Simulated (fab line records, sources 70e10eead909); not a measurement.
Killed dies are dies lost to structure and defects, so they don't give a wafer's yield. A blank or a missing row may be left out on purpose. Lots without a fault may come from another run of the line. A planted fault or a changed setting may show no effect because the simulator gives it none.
Which tool did it? | flow nand_harc | 12 lots, 36 wafers sampled, at 5 steps of a route of 1302

WHAT THE GAUGES READ, wafer by wafer
NHARC_A_CONTACT_CD_MEAS_42: target cd 300 nm. Usual: cd_nm 300.4 nm, standard deviation 0.51.
lot  | measured     | on        | cd_nm (nm)        | flag
L671 | day 21 19:29 | cd_sem-03 | 300.4 300.1 300.3 |
L676 | day 23 02:53 | cd_sem-01 | 300.1 300.9 301.3 |
L675 | day 23 03:11 | cd_sem-03 | 300.7 300.2 301.2 |
L677 | day 24 14:16 | cd_sem-03 | 300.2 300.2 300.1 |
L679 | day 25 12:54 | cd_sem-03 | 300.2 300.7 300.7 |
L682 | day 26 08:11 | cd_sem-02 | 299.5 300.5 300.1 |
L681 | day 26 08:55 | cd_sem-01 | 301.2 300.8 301.4 |
L685 | day 28 00:51 | cd_sem-03 | 300.6 299.7 301.0 |
L687 | day 28 19:09 | cd_sem-01 | 300.5 300.1 299.8 |
L690 | day 30 05:40 | cd_sem-02 | 299.8 300.4 300.7 |
L691 | day 30 16:18 | cd_sem-03 | 300.2 301.0 300.6 |
L693 | day 31 02:47 | cd_sem-01 | 301.3 299.8 300.7 |

NHARC_END_SORT_01. Usual: killed_at_array 51, standard deviation 18; killed_at_other 1.0, standard deviation 1.2; killed_at_periphery 3.7, standard deviation 2.9; killed_dies 55, standard deviation 19; killed_open 3.5, standard deviation 1.9; killed_short 2.6, standard deviation 1.6.
lot  | measured     | on        | killed_at_array | killed_at_other | killed_at_periphery | killed_dies | killed_open | killed_short | flag
L690 | day 33 11:44 | prober-02 | 65 496 53       | 0 1 1           | 4 5 4               | 69 502 58   | 3 2 5       | 4 6 1        | OFF
L691 | day 33 15:25 | prober-01 | 417 27 62       | 1 1 3           | 5 3 1               | 423 31 66   | 7 6 4       | 4 1 3        | OFF

WHICH TOOL RAN EACH LOT (tool, then ch and the chambers of the sampled wafers, then the start)
lot  | NHARC_A_CONTACT_DESCUM_47          | NHARC_A_CONTACT_ETCH_48            | NHARC_A_CONTACT_ETCH_116
L671 | rie_diel-03 ch 1,2,3, day 21 19:41 | rie_diel-03 ch 0,2,3, day 21 19:46 | har_cap_etch-02 ch 0,1, day 21 22:35
L676 | rie_diel-03 ch 0,1, day 23 03:04   | rie_diel-03 ch 2,3, day 23 03:08   | har_cap_etch-01 ch 0,1, day 23 05:52
L675 | rie_diel-13 ch 0,2,3, day 23 03:27 | rie_diel-13 ch 0,1,2, day 23 03:32 | har_cap_etch-02 ch 0,1, day 23 06:10
L677 | rie_diel-09 ch 1,3, day 24 14:28   | rie_diel-09 ch 0,1,2, day 24 14:32 | har_cap_etch-03 ch 0,1, day 24 17:14
L679 | rie_diel-03 ch 0,3, day 25 13:05   | rie_diel-03 ch 0,1, day 25 13:10   | har_cap_etch-03 ch 0,1, day 25 16:11
L682 | rie_diel-03 ch 0,1,3, day 26 08:22 | rie_diel-03 ch 0,2,3, day 26 08:27 | har_cap_etch-03 ch 0,1, day 26 11:17
L681 | rie_diel-03 ch 0,1, day 26 09:45   | rie_diel-03 ch 2,3, day 26 09:50   | har_cap_etch-01 ch 0,1, day 26 12:40
L685 | rie_diel-03 ch 0,1,2, day 28 01:03 | rie_diel-03 ch 0,2,3, day 28 01:08 | har_cap_etch-03 ch 0,1, day 28 03:50
L687 | rie_diel-03 ch 1,2, day 28 19:20   | rie_diel-03 ch 1,2,3, day 28 19:26 | har_cap_etch-02 ch 0,1, day 28 22:02
L690 | rie_diel-03 ch 2,3, day 30 05:50   | rie_diel-03 ch 0,2,3, day 30 05:56 | har_cap_etch-01 ch 0,1, day 30 08:57
L691 | rie_diel-03 ch 0,2, day 30 16:30   | rie_diel-03 ch 0,2, day 30 16:35   | har_cap_etch-02 ch 0,1, day 30 19:34
L693 | rie_diel-09 ch 0,2,3, day 31 02:59 | rie_diel-09 ch 2,3, day 31 03:05   | har_cap_etch-02 ch 0,1, day 31 06:07
- NHARC_A_CONTACT_DESCUM_47: chemistry O2, time 3 s.
- NHARC_A_CONTACT_ETCH_48: etches the open film in CF4, target depth 39 nm, time 65 s.
- NHARC_A_CONTACT_ETCH_116: etches the open film in C4F8/O2/Ar, time 190 s, target depth 1850 nm.

WHAT THE TOOLS THEMSELVES READ (means of the sampled wafers that have a number; where no wafer has one, the mark that the record gives instead)
NHARC_A_CONTACT_DESCUM_47. Usual: drypump_motor_current_A 5.7 A, standard deviation 0.41; oes_product_au 1.000 a.u., standard deviation 0.012; rf_vpp_V 57.7 V, standard deviation 0.97; showerhead_plenum_p_Torr 1.91 Torr, standard deviation 0.1; throttle_valve_pct 11.312 %, standard deviation 0.0094.
lot  | tool        | drypump_motor_current_A (A) | oes_product_au (a.u.) | rf_vpp_V (V) | showerhead_plenum_p_Torr (Torr) | throttle_valve_pct (%) | flag
L671 | rie_diel-03 | 5.8                         | 0.998                 | 57.1         | 1.88                            | 11.296                 |
L676 | rie_diel-03 | 5.9                         | 1.012                 | 57.2         | 1.83                            | 11.316                 |
L675 | rie_diel-13 | 5.5                         | 0.993                 | 58.3         | 1.93                            | 11.320                 |
L677 | rie_diel-09 | 5.9                         | 1.019                 | 57.9         | 2.06                            | 11.305                 |
L679 | rie_diel-03 | 5.9                         | 0.999                 | 56.0         | 1.76                            | 11.316                 |
L682 | rie_diel-03 | 5.8                         | 0.984                 | 57.1         | 1.82                            | 11.316                 |
L681 | rie_diel-03 | 5.8                         | 0.989                 | 57.2         | 1.88                            | 11.314                 |
L685 | rie_diel-03 | 5.9                         | 0.991                 | 57.9         | 1.98                            | 11.308                 |
L687 | rie_diel-03 | 5.9                         | 1.004                 | 57.3         | 1.92                            | 11.303                 |
L690 | rie_diel-03 | 5.8                         | 0.999                 | 57.9         | 1.81                            | 11.312                 |
L691 | rie_diel-03 | 6.0                         | 1.004                 | 57.3         | 1.97                            | 11.314                 |
L693 | rie_diel-09 | 5.7                         | 1.003                 | 58.9         | 1.93                            | 11.311                 |

NHARC_A_CONTACT_ETCH_48. Usual: bias_w 99.98 W, standard deviation 0.3; drypump_motor_current_A 5.7 A, standard deviation 0.4; oes_product_au 0.999 a.u., standard deviation 0.011; rf_vpp_V 151.2 V, standard deviation 1.4; showerhead_plenum_p_Torr 1.77 Torr, standard deviation 0.089; throttle_valve_pct 13.286 %, standard deviation 0.0088.
lot  | tool        | bias_w (W) | drypump_motor_current_A (A) | oes_product_au (a.u.) | rf_vpp_V (V) | showerhead_plenum_p_Torr (Torr) | throttle_valve_pct (%) | flag
L671 | rie_diel-03 | 99.93      | 5.9                         | 1.005                 | 150.3        | 1.69                            | 13.286                 |
L676 | rie_diel-03 | 99.83      | 5.9                         | 1.004                 | 150.3        | 1.74                            | 13.289                 |
L675 | rie_diel-13 | 100.09     | 5.2                         | 0.988                 | 151.9        | 1.82                            | 13.285                 |
L677 | rie_diel-09 | 100.02     | 5.6                         | 1.003                 | 150.8        | 1.79                            | 13.294                 |
L679 | rie_diel-03 | 100.00     | 5.9                         | 0.996                 | 150.8        | 1.69                            | 13.291                 |
L682 | rie_diel-03 | 99.90      | 5.9                         | 1.006                 | 150.7        | 1.69                            | 13.283                 |
L681 | rie_diel-03 | 100.13     | 5.9                         | 1.000                 | 150.5        | 1.73                            | 13.287                 |
L685 | rie_diel-03 | 100.08     | 5.9                         | 1.007                 | 152.4        | 1.78                            | 13.287                 |
L687 | rie_diel-03 | 99.36      | 5.8                         | 0.988                 | 151.4        | 1.73                            | 13.276                 |
L690 | rie_diel-03 | 99.92      | 5.9                         | 0.950                 | 151.3        | 1.78                            | 13.286                 | OFF
L691 | rie_diel-03 | 100.16     | 6.0                         | 0.948                 | 152.5        | 1.82                            | 13.280                 | OFF
L693 | rie_diel-09 | 100.02     | 6.1                         | 0.998                 | 151.3        | 1.84                            | 13.279                 |

THE ANSWER, worked out from the rows above alone
Rule: a lot is off if the mean of its wafers that have a number lies more than 3 standard deviations from the usual mean. A lot without any number at a reading at which 4 lots or more have one is off too. The other lots that the step has rows for count as sound. The gauges are gone through in route order, then the tools' own readings, and for those a lot's mean is taken as printed above. The first step at which some lot is off is used, and at that step the reading that is off furthest; a lot without a number counts as furthest.
Off: L690, L691, at NHARC_END_SORT_01 (killed_at_array). Neither off nor sound, because the step has no rows for them: L671, L676, L675, L677, L679, L682, L681, L685, L687, L693.
A tool fits if, at a process step before that reading, it ran every lot that is off, and no sound lot after the first of them. The gauges at NHARC_END_SORT_01 aren't tried: what is off there is off at NHARC_A_CONTACT_ETCH_48 too, on other tools, and a gauge's error can't cause that. One fits: rie_diel-03 at NHARC_A_CONTACT_DESCUM_47 and NHARC_A_CONTACT_ETCH_48. It ran no sound lot before its first lot that is off in this sample, so the start can't be narrowed down.

WHAT THE SIMULATOR HAD PUT IN
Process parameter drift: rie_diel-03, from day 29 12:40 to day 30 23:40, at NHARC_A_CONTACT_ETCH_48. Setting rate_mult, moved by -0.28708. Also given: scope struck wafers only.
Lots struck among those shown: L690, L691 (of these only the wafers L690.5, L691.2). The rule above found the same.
